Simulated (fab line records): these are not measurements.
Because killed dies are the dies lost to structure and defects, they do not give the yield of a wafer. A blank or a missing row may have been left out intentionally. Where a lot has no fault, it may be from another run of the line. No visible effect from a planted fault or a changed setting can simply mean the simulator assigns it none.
Struck lot and sound lot, side by side | flow nand_harc | 14 steps out of a route of 1302
Sound: these wafers, L162.2, L162.3, L162.4. Struck: wafers L168.2, L168.6 (left out: L168.5, a lot-mate that was not struck); the cause follows at the end.
Order at every step that has rows: each side's tool, ch and its chambers, its first start. Under that, the readings that differ: sound wafers | struck wafers | difference of the means | sigmas: that difference in standard deviations of wafers without a fault.
alike: same words and numbers on both sides, and readings whose means sit less than 2 such deviations apart. not compared: any withheld reading, any reading some wafer has no value for, any bound like >300 that may hide the same value, and any number with overlapping values for which the record gives no deviation.
The two part at a step that has a row with sigmas, a row that says differs or no value, or rows on one side only. When numbers do not overlap yet have no deviation, they are printed without sigmas and do not part them. Lack of a reading on every wafer of one side parts them only where that side has two or more wafers.

first, 7 steps without rows for these wafers: NHARC_A_STAIRCASE_COAT_178; NHARC_A_STAIRCASE_SOFTBAKE_179 (time 170 s); NHARC_A_STAIRCASE_EBR_180; NHARC_A_STAIRCASE_EXPOSE_181 (exposes mask STAIR 2); NHARC_A_STAIRCASE_PEB_182 (peb time 130 s); NHARC_A_STAIRCASE_DEVELOP_183 (time 140 s); NHARC_A_STAIRCASE_HARDBAKE_185 (time 140 s).
NHARC_A_STAIRCASE_DESCUM_186: chemistry O2, time 3 s.
  sound on rie_diel-11 ch 0,2, day 17 17:23; struck on rie_diel-13 ch 0,3, day 20 03:07
  alike: drypump_motor_current_A, oes_product_au, rf_vpp_V, showerhead_plenum_p_Torr, throttle_valve_pct
  not compared: rf_hours_counter_h
NHARC_A_STAIRCASE_TRIM_187: chemistry O2, time 211.2 s.
  sound on rie_diel-11 ch 2,3, day 17 17:29; struck on rie_diel-13 ch 0, day 20 03:12
  alike: drypump_motor_current_A, oes_product_au, rf_vpp_V, showerhead_plenum_p_Torr, throttle_valve_pct
  not compared: rf_hours_counter_h
NHARC_A_STAIRCASE_ETCH_188: etches the open film in C4F8/O2, target depth 100 nm, time 40.5 s.
  sound: rie_diel-11 ch 2,3; struck: rie_diel-13 ch 1,3
  alike: oes_product_au, rf_vpp_V, run_length_s
  not compared: rf_hours_counter_h
NHARC_A_STAIRCASE_TRIM_189: chemistry O2, time 211.2 s.
  sound: rie_diel-11 ch 2,3; struck: rie_diel-13 ch 2,3
  alike: drypump_motor_current_A, oes_product_au, rf_vpp_V, showerhead_plenum_p_Torr, throttle_valve_pct
  not compared: rf_hours_counter_h
NHARC_A_STAIRCASE_ETCH_190: etches the open film in C4F8/O2, target depth 100 nm, time 40.5 s.
  sound on rie_diel-11 ch 0,2, day 17 18:01; struck on rie_diel-13 ch 0,1, day 20 04:38
  reading          | sound          | struck    | difference | sigmas
  run_length_s (s) | 61.5 60.7 61.3 | 75.1 74.0 | +13.4      | +27
  alike: oes_product_au, rf_vpp_V
  not compared: rf_hours_counter_h
NHARC_A_STAIRCASE_TRIM_191: chemistry O2, time 211.2 s.
  sound: rie_diel-11 ch 0,3; struck: rie_diel-13 ch 0,2
  alike: drypump_motor_current_A, oes_product_au, rf_vpp_V, showerhead_plenum_p_Torr, throttle_valve_pct
  not compared: rf_hours_counter_h
-- record jumps: 9 days between struck wafers' starts before vs after; left off in module A_STAIRCASE, resumes in module END, first step shown is number 1302 of the route --
NHARC_END_SORT_01:
  sound on prober-02 ch 0, day 26 13:07; struck on prober-02 ch 0, day 29 13:06
  reading             | sound    | struck  | difference | sigmas
  killed_at_array     | 44 42 44 | 667 663 | +622       | +35
  killed_at_periphery | 0 1 3    | 8 11    | +8         | +3
  killed_dies         | 44 46 47 | 677 677 | +631       | +33
  alike: killed_at_other, killed_open, killed_short

WHERE THEY PART
Earliest at NHARC_A_STAIRCASE_ETCH_190; latest, in this record, at NHARC_END_SORT_01.

WHY: what the simulator had put in
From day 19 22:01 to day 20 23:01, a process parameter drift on rie_diel-13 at NHARC_A_STAIRCASE_ETCH_190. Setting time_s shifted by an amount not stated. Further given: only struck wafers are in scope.
